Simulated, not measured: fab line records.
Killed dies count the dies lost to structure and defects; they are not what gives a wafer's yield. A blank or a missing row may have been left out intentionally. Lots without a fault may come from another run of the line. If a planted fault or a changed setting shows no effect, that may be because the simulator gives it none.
Which of the tools did it?	flow nand_harc	24 lots, 72 wafers sampled, at 6 steps of a route of 1159

WHAT THE GAUGES SHOWED, per wafer
The record holds no reading of a measuring or inspecting step that can be judged against a usual standard deviation.

EACH LOT AND THE TOOL THAT RAN IT (in order: tool; ch and the chambers of the sampled wafers; start)
lot	NHARC_A_CONTACT_STRIP_26	NHARC_A_BLC_PVD_32	NHARC_A_BLC_CMP_25	NHARC_A_M0_DEGAS_28	NHARC_A_M0_CMP_23	NHARC_A_M1_DESCUM_14
L076	rie_diel-05 ch 0,1,2, day 17 19:07 or earlier	pvd_sputter-01, day 17 19:07 or earlier	cmp-03 ch 0,2, day 17 19:07	pvd_sputter-03, day 17 21:34	cmp-04 ch 2,3, day 17 22:44	rie_diel-08 ch 2,3, day 18 02:22
L074	rie_diel-02 ch 0,1,3, day 17 22:43 or earlier	pvd_sputter-03, day 17 22:43 or earlier	cmp-01 ch 0,1,2, day 17 22:43	pvd_sputter-02, day 18 01:14	cmp-01 ch 0,2,3, day 18 02:20	rie_diel-01 ch 0,2,3, day 18 04:35
L075	rie_diel-05 ch 0,1,3, day 17 22:55 or earlier	pvd_sputter-03, day 17 22:55 or earlier	cmp-02 ch 0,2, day 17 22:55	pvd_sputter-02, day 18 02:02	cmp-02 ch 1,3, day 18 03:08	rie_diel-12 ch 1,2,3, day 18 05:37
L077	rie_diel-13 ch 1,2,3, day 18 03:25 or earlier	pvd_sputter-01, day 18 03:25 or earlier	cmp-02 ch 0,2,3, day 18 03:25	pvd_sputter-03, day 18 05:59	cmp-01 ch 0,2,3, day 18 07:05	rie_diel-12 ch 0,2,3, day 18 09:09
L078	rie_diel-05 ch 0,2,3, day 18 03:40 or earlier	pvd_sputter-01, day 18 03:40 or earlier	cmp-01 ch 0,3, day 18 03:40	pvd_sputter-02, day 18 06:11	cmp-01 ch 1,2, day 18 07:20	rie_diel-01 ch 0,1,2, day 18 09:43
L080	rie_diel-02 ch 0,2,3, day 18 17:08 or earlier	pvd_sputter-03, day 18 17:08 or earlier	cmp-01 ch 0,2,3, day 18 17:08	pvd_sputter-01, day 18 19:34	cmp-02 ch 0,1,3, day 18 20:40	rie_diel-01 ch 1,2, day 18 22:47
L079	rie_diel-13 ch 1,3, day 18 20:32 or earlier	pvd_sputter-02, day 18 20:32 or earlier	cmp-03 ch 2,3, day 18 20:32	pvd_sputter-03, day 18 23:03	cmp-01 ch 0,2,3, day 19 00:14	rie_diel-01 ch 1,3, day 19 02:05
L081	rie_diel-13 ch 0,1,3, day 18 21:01 or earlier	pvd_sputter-03, day 18 21:01 or earlier	cmp-02 ch 0,1,2, day 18 21:01	pvd_sputter-02, day 18 23:34	cmp-02 ch 1,2,3, day 19 00:38	rie_diel-01 ch 0,1,3, day 19 02:43
L082	rie_diel-02 ch 0,1,2, day 19 16:53 or earlier	pvd_sputter-02, day 19 16:53 or earlier	cmp-03 ch 0,1,2, day 19 16:53	pvd_sputter-03, day 19 19:10	cmp-02 ch 0,1,3, day 19 20:15	rie_diel-01 ch 0,1,3, day 19 22:18
L083	rie_diel-02 ch 1,2,3, day 19 17:31 or earlier	pvd_sputter-03, day 19 17:31 or earlier	cmp-01 ch 0,1,2, day 19 17:31	pvd_sputter-02, day 19 19:57	cmp-01 ch 0,2, day 19 21:03	rie_diel-12 ch 1,2,3, day 19 23:07
L084	rie_diel-13 ch 1,3, day 19 19:22 or earlier	pvd_sputter-02, day 19 19:22 or earlier	cmp-01 ch 0,2, day 19 19:22	pvd_sputter-02, day 19 21:48	cmp-04 ch 1,2, day 19 22:59	rie_diel-08 ch 0,2,3, day 20 01:04
L087	rie_diel-05 ch 1,2,3, day 20 06:29 or earlier	pvd_sputter-01, day 20 06:29 or earlier	cmp-01 ch 0,2,3, day 20 06:29	pvd_sputter-01, day 20 08:58	cmp-02 ch 0,1,2, day 20 10:07	rie_diel-01 ch 2,3, day 20 12:05
L088	rie_diel-05 ch 0,2,3, day 20 19:16 or earlier	pvd_sputter-02, day 20 19:16 or earlier	cmp-02 ch 0,1,2, day 20 19:16	pvd_sputter-01, day 20 21:42	cmp-04 ch 0,1,2, day 20 22:53	rie_diel-12 ch 1,2,3, day 21 01:05
L086	rie_diel-05 ch 0,1,3, day 20 21:56 or earlier	pvd_sputter-01, day 20 21:56 or earlier	cmp-01 ch 0,1, day 20 21:56	pvd_sputter-02, day 21 00:21	cmp-04 ch 1,2,3, day 21 01:28	rie_diel-01 ch 0,2,3, day 21 03:22
L089	rie_diel-13 ch 1,2,3, day 20 23:23 or earlier	pvd_sputter-02, day 20 23:23 or earlier	cmp-01 ch 0,1,3, day 20 23:23	pvd_sputter-01, day 21 01:39	cmp-01 ch 1,2,3, day 21 02:48	rie_diel-12 ch 1,2,3, day 21 05:07
L085	rie_diel-05 ch 1,2,3, day 20 23:49 or earlier	pvd_sputter-03, day 20 23:49 or earlier	cmp-02 ch 0,2, day 20 23:49	pvd_sputter-02, day 21 02:05	cmp-02 ch 1,3, day 21 03:11	rie_diel-01 ch 1,2,3, day 21 06:09
L092	rie_diel-05 ch 1,3, day 21 13:34 or earlier	pvd_sputter-03, day 21 13:34 or earlier	cmp-02 ch 0,1,3, day 21 13:34	pvd_sputter-02, day 21 16:04	cmp-02 ch 1,2,3, day 21 17:10	rie_diel-12 ch 0,3, day 21 19:07
L091	rie_diel-02 ch 0,2,3, day 21 22:05 or earlier	pvd_sputter-03, day 21 22:05 or earlier	cmp-03 ch 0,3, day 21 22:05	pvd_sputter-02, day 22 00:27	cmp-04 ch 0,1,3, day 22 01:41	rie_diel-08 ch 0,2,3, day 22 03:45
L090	rie_diel-02 ch 2,3, day 22 06:07 or earlier	pvd_sputter-03, day 22 06:07 or earlier	cmp-02 ch 0,1,3, day 22 06:07	pvd_sputter-01, day 22 08:29	cmp-04 ch 0,2,3, day 22 09:37	rie_diel-08 ch 1,2, day 22 11:40
L093	rie_diel-05 ch 0,2,3, day 22 07:02 or earlier	pvd_sputter-01, day 22 07:02 or earlier	cmp-02 ch 0,3, day 22 07:02	pvd_sputter-01, day 22 09:20	cmp-01 ch 0,1, day 22 10:28	rie_diel-08 ch 0,2,3, day 22 12:32
L097	rie_diel-13 ch 1,2, day 22 19:01 or earlier	pvd_sputter-02, day 22 19:01 or earlier	cmp-01 ch 1,3, day 22 19:01	pvd_sputter-03, day 22 21:28	cmp-04 ch 0,2, day 22 22:32	rie_diel-08 ch 0,1,3, day 23 00:37
L095	rie_diel-02 ch 2,3, day 22 19:26 or earlier	pvd_sputter-01, day 22 19:26 or earlier	cmp-03 ch 0,1, day 22 19:26	pvd_sputter-02, day 22 21:55	cmp-04 ch 0,2,3, day 22 23:07	rie_diel-12 ch 0,1, day 23 01:02
L096	rie_diel-13 ch 0,3, day 23 07:23 or earlier	pvd_sputter-03, day 23 07:23 or earlier	cmp-01 ch 1,2,3, day 23 07:23	pvd_sputter-03, day 23 09:48	cmp-02 ch 0,1,3, day 23 11:21	rie_diel-01 ch 0,1,2, day 23 13:24
L094	rie_diel-02 ch 0,2,3, day 23 11:25 or earlier	pvd_sputter-01, day 23 11:25 or earlier	cmp-03 ch 0,3, day 23 11:25	pvd_sputter-03, day 23 13:43	cmp-04 ch 0,2,3, day 23 14:50	rie_diel-01 ch 2,3, day 23 16:41
- NHARC_A_CONTACT_STRIP_26: strips in O2.
- NHARC_A_BLC_PVD_32: deposits Ti, target thk 5 nm, time 17.7 s.
- NHARC_A_BLC_CMP_25: polishes, t overpolish 30 s, target thk 150 nm.
- NHARC_A_M0_DEGAS_28: time 60 s.
- NHARC_A_M0_CMP_23: polishes, t overpolish 20 s, target thk 113.75 nm.
- NHARC_A_M1_DESCUM_14: chemistry O2, time 3 s.

AS READ BY THE TOOLS THEMSELVES (means over the sampled wafers that have a number; for cases with no such wafer, the mark the record gives instead)
NHARC_A_CONTACT_STRIP_26.
lot	tool	drypump_motor_current_A (A)	oes_product_au (a.u.)	rf_vpp_V (V)	showerhead_plenum_p_Torr (Torr)	throttle_valve_pct (%)
L076	rie_diel-05	5.9	0.999	57.5	3.33	17.044
L074	rie_diel-02	6.1	1.009	57.9	3.47	17.033
L075	rie_diel-05	5.6	0.992	57.0	3.43	17.030
L077	rie_diel-13	5.7	1.006	57.6	3.49	17.024
L078	rie_diel-05	6.1	0.997	57.9	3.44	17.036
L080	rie_diel-02	5.9	1.005	58.0	3.51	17.038
L079	rie_diel-13	5.7	1.006	57.9	3.54	17.034
L081	rie_diel-13	5.5	1.009	57.1	3.47	17.034
L082	rie_diel-02	5.9	1.000	58.1	3.48	17.036
L083	rie_diel-02	5.8	1.010	58.3	3.58	17.045
L084	rie_diel-13	5.7	1.001	58.7	3.54	17.034
L087	rie_diel-05	5.8	0.994	57.8	3.44	17.033
L088	rie_diel-05	6.1	0.998	57.7	3.43	17.033
L086	rie_diel-05	5.6	0.995	56.9	3.42	17.045
L089	rie_diel-13	5.7	0.998	57.3	3.47	17.049
L085	rie_diel-05	5.8	0.990	58.3	3.44	17.037
L092	rie_diel-05	5.4	0.990	56.7	3.42	17.028
L091	rie_diel-02	5.9	1.021	57.9	3.50	17.038
L090	rie_diel-02	5.6	1.016	57.7	3.62	17.034
L093	rie_diel-05	6.0	0.995	58.1	3.43	17.027
L097	rie_diel-13	5.7	1.004	56.9	3.40	17.037
L095	rie_diel-02	5.6	1.014	58.0	3.61	17.032
L096	rie_diel-13	5.3	0.998	57.5	3.40	17.039
L094	rie_diel-02	5.9	1.017	57.6	3.67	17.043

NHARC_A_BLC_PVD_32.
lot	tool	throttle_valve_pct (%)
L076	pvd_sputter-01	29.6
L074	pvd_sputter-03	29.9
L075	pvd_sputter-03	28.8
L077	pvd_sputter-01	30.4
L078	pvd_sputter-01	30.5
L080	pvd_sputter-03	30.0
L079	pvd_sputter-02	29.8
L081	pvd_sputter-03	29.9
L082	pvd_sputter-02	30.1
L083	pvd_sputter-03	29.9
L084	pvd_sputter-02	30.2
L087	pvd_sputter-01	29.6
L088	pvd_sputter-02	30.2
L086	pvd_sputter-01	30.2
L089	pvd_sputter-02	30.1
L085	pvd_sputter-03	30.1
L092	pvd_sputter-03	29.8
L091	pvd_sputter-03	29.9
L090	pvd_sputter-03	29.8
L093	pvd_sputter-01	30.6
L097	pvd_sputter-02	29.8
L095	pvd_sputter-01	31.2
L096	pvd_sputter-03	30.0
L094	pvd_sputter-01	30.7

NHARC_A_BLC_CMP_25.
lot	tool	motor_current_A (A)	overpolish_run_s (s)	pad_life_wafers	retaining_ring_pressure_frac	time_to_endpoint_s (s)
L076	cmp-03	11.4	29.997	283	1.004	28.6
L074	cmp-01	12.3	29.989	145	0.999	28.7
L075	cmp-02	12.2	30.003	464	0.999	27.9
L077	cmp-02	11.7	29.999	500	1.003	27.3
L078	cmp-01	12.1	29.997	182	0.993	27.6
L080	cmp-01	11.5	30.009	284	0.998	27.0
L079	cmp-03	12.8	30.008	456	1.008	29.0
L081	cmp-02	11.7	30.007	14	1.003	29.1
L082	cmp-03	11.8	29.996	571	1.003	30.0
L083	cmp-01	11.6	29.997	433	1.003	30.2
L084	cmp-01	11.4	30.003	445	1.002	30.7
L087	cmp-01	11.8	30.009	506	1.002	26.8
L088	cmp-02	11.8	29.989	308	0.995	26.9
L086	cmp-01	12.5	30.009	2	0.997	32.6
L089	cmp-01	11.6	30.005	8	1.004	30.9
L085	cmp-02	12.1	30.000	332	1.007	27.8
L092	cmp-02	11.9	30.002	404	1.003	28.4
L091	cmp-03	11.6	30.012	260	1.001	31.3
L090	cmp-02	11.8	30.003	506	1.000	30.3
L093	cmp-02	11.8	30.002	510	1.001	27.1
L097	cmp-01	12.0	29.998	235	1.000	29.5
L095	cmp-03	10.6	29.997	378	1.000	29.4
L096	cmp-01	11.9	30.000	332	0.999	29.1
L094	cmp-03	11.4	29.996	438	0.999	29.4

NHARC_A_M0_DEGAS_28.
lot	tool	heater_power_w (W)
L076	pvd_sputter-03	305
L074	pvd_sputter-02	288
L075	pvd_sputter-02	297
L077	pvd_sputter-03	305
L078	pvd_sputter-02	317
L080	pvd_sputter-01	320
L079	pvd_sputter-03	299
L081	pvd_sputter-02	313
L082	pvd_sputter-03	292
L083	pvd_sputter-02	324
L084	pvd_sputter-02	297
L087	pvd_sputter-01	318
L088	pvd_sputter-01	321
L086	pvd_sputter-02	303
L089	pvd_sputter-01	343
L085	pvd_sputter-02	287
L092	pvd_sputter-02	284
L091	pvd_sputter-02	315
L090	pvd_sputter-01	348
L093	pvd_sputter-01	340
L097	pvd_sputter-03	306
L095	pvd_sputter-02	311
L096	pvd_sputter-03	299
L094	pvd_sputter-03	297

NHARC_A_M0_CMP_23.
lot	tool	motor_current_A (A)	pad_life_wafers	retaining_ring_pressure_frac	time_to_endpoint_s (s)
L076	cmp-04	11.8	20	0.998	28.6
L074	cmp-01	11.8	169	0.997	28.0
L075	cmp-02	11.4	493	1.001	29.1
L077	cmp-01	11.8	211	1.001	25.5
L078	cmp-01	11.7	216	0.996	28.5
L080	cmp-02	11.7	8	0.999	28.9
L079	cmp-01	11.5	326	0.996	29.5
L081	cmp-02	10.9	43	0.999	28.4
L082	cmp-02	11.6	163	0.998	28.6
L083	cmp-01	11.7	451	1.004	26.0
L084	cmp-04	11.6	296	1.002	29.2
L087	cmp-02	12.0	248	1.000	27.8
L088	cmp-04	12.0	422	1.001	29.8
L086	cmp-04	11.4	434	1.004	27.2
L089	cmp-01	11.9	21	1.001	27.8
L085	cmp-02	11.4	349	0.999	27.7
L092	cmp-02	11.2	428	0.999	27.4
L091	cmp-04	11.3	38	0.999	30.8
L090	cmp-04	11.9	74	1.000	28.3
L093	cmp-01	12.6	188	1.001	30.1
L097	cmp-04	12.6	151	0.998	31.0
L095	cmp-04	11.9	157	0.997	31.3
L096	cmp-02	11.7	92	1.003	29.2
L094	cmp-04	12.0	242	0.997	33.8

NHARC_A_M1_DESCUM_14.
lot	tool	drypump_motor_current_A (A)	oes_product_au (a.u.)	rf_vpp_V (V)	showerhead_plenum_p_Torr (Torr)	throttle_valve_pct (%)
L076	rie_diel-08	5.7	1.010	58.4	1.95	11.314
L074	rie_diel-01	5.5	0.998	57.7	1.91	11.307
L075	rie_diel-12	5.6	0.992	58.1	2.02	11.308
L077	rie_diel-12	5.7	1.001	58.1	1.95	11.310
L078	rie_diel-01	5.4	0.996	57.3	1.93	11.307
L080	rie_diel-01	5.3	1.001	58.5	1.90	11.311
L079	rie_diel-01	6.1	0.989	58.1	1.82	11.312
L081	rie_diel-01	5.8	1.001	58.2	1.88	11.297
L082	rie_diel-01	5.8	1.010	58.0	1.88	11.306
L083	rie_diel-12	5.6	0.991	58.7	2.02	11.303
L084	rie_diel-08	5.9	0.995	57.1	1.92	11.311
L087	rie_diel-01	5.4	1.001	57.9	1.89	11.314
L088	rie_diel-12	5.6	1.003	57.4	2.02	11.315
L086	rie_diel-01	5.4	0.999	58.5	1.91	11.307
L089	rie_diel-12	5.5	0.985	57.7	2.02	11.315
L085	rie_diel-01	5.7	0.991	58.1	1.86	11.305
L092	rie_diel-12	5.9	1.002	56.9	1.98	11.317
L091	rie_diel-08	5.9	1.004	57.6	1.92	11.307
L090	rie_diel-08	5.8	1.007	56.9	1.84	11.312
L093	rie_diel-08	5.9	0.990	57.4	1.92	11.312
L097	rie_diel-08	5.7	1.003	57.5	1.95	11.307
L095	rie_diel-12	5.5	1.016	56.8	1.92	11.307
L096	rie_diel-01	5.5	0.996	57.4	1.92	11.309
L094	rie_diel-01	5.7	0.993	57.4	1.84	11.305

THE ANSWER, worked out from the rows above alone
Rule: what is usual is taken from the lots themselves. Put in order of their means at a reading, lots are off if they are a third of the lots or fewer, leave a main group of 4 or more, and stand apart from it by a gap of 3 or more times the standard deviation of the main group's means; of several such gaps the widest counts. A main group whose means are all the same, to the digits that the tables above print for the reading, isn't used. A lot without any number at a reading at which 4 lots or more have one is off too. The other lots that the step has rows for count as sound. The gauges are gone through in route order, then the tools' own readings, and for those a lot's mean is taken as printed above. At the first step where some lot is off, the reading lying furthest off is the one used; lots without a number count as furthest.
No lot is off on any of the readings shown, so nothing can be concluded from this.

WHAT THE SIMULATOR HAD INSERTED
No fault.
